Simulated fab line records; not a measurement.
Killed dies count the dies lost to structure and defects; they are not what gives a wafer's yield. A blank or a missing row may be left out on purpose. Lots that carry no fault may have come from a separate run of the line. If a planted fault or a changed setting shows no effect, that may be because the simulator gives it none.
Matching of chambers + flow n5 finfet + N5_BEOL_M3_STRIP_36 on rie diel-06: 4 sister chambers
The step strips in N2/H2. 4 wafers are shown with their chamber, then 7 later ones without.

## EACH WAFER AND ITS CHAMBER
| wafer  | chamber | throttle valve pct (%) |
|--------|---------|------------------------|
| L082.4 | 1       | 23.6                   |
| L083.4 | 2       | 23.4                   |
| L085.2 | 0       | 23.1                   |
| L085.3 | 3       | 24.4                   |

## WAFERS MISSING THEIR CHAMBER
| wafer  | throttle valve pct (%) |
|--------|------------------------|
| L085.6 | 23.1                   |
| L086.1 | 23.4                   |
| L086.3 | 23.1                   |
| L086.6 | 23.6                   |
| L087.1 | 23.6                   |
| L087.3 | 23.1                   |
| L087.6 | 23.5                   |

## THE CHAMBER EACH PASSED THROUGH
| wafer  | from the rows above     | in truth |
|--------|-------------------------|----------|
| L085.6 | 0                       | 0        |
| L086.1 | 2                       | 2        |
| L086.3 | 0                       | 0        |
| L086.6 | 1                       | 1        |
| L087.1 | 1                       | 1        |
| L087.3 | 0                       | 0        |
| L087.6 | can't be placed: 1 or 2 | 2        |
Correctly placed: 6 of 7. Cannot be placed on the basis of these rows: 1; the candidates contain the true chamber in 1. Wrongly placed: 0.
How it was worked out, from the rows above alone: a wafer's distance from a chamber is the root of the sum, over the readings, of the square of ((its reading less the chamber's mean) divided by the reading's scatter). If the next closest chamber is less than 2 further off than the closest, the wafer can't be placed; otherwise it belongs to the closest. A chamber's mean is the mean of its shown wafers. The scatter (one wafer shown for each chamber): square how far every hidden wafer sits from the nearest shown wafer, average those squares and take the square root.
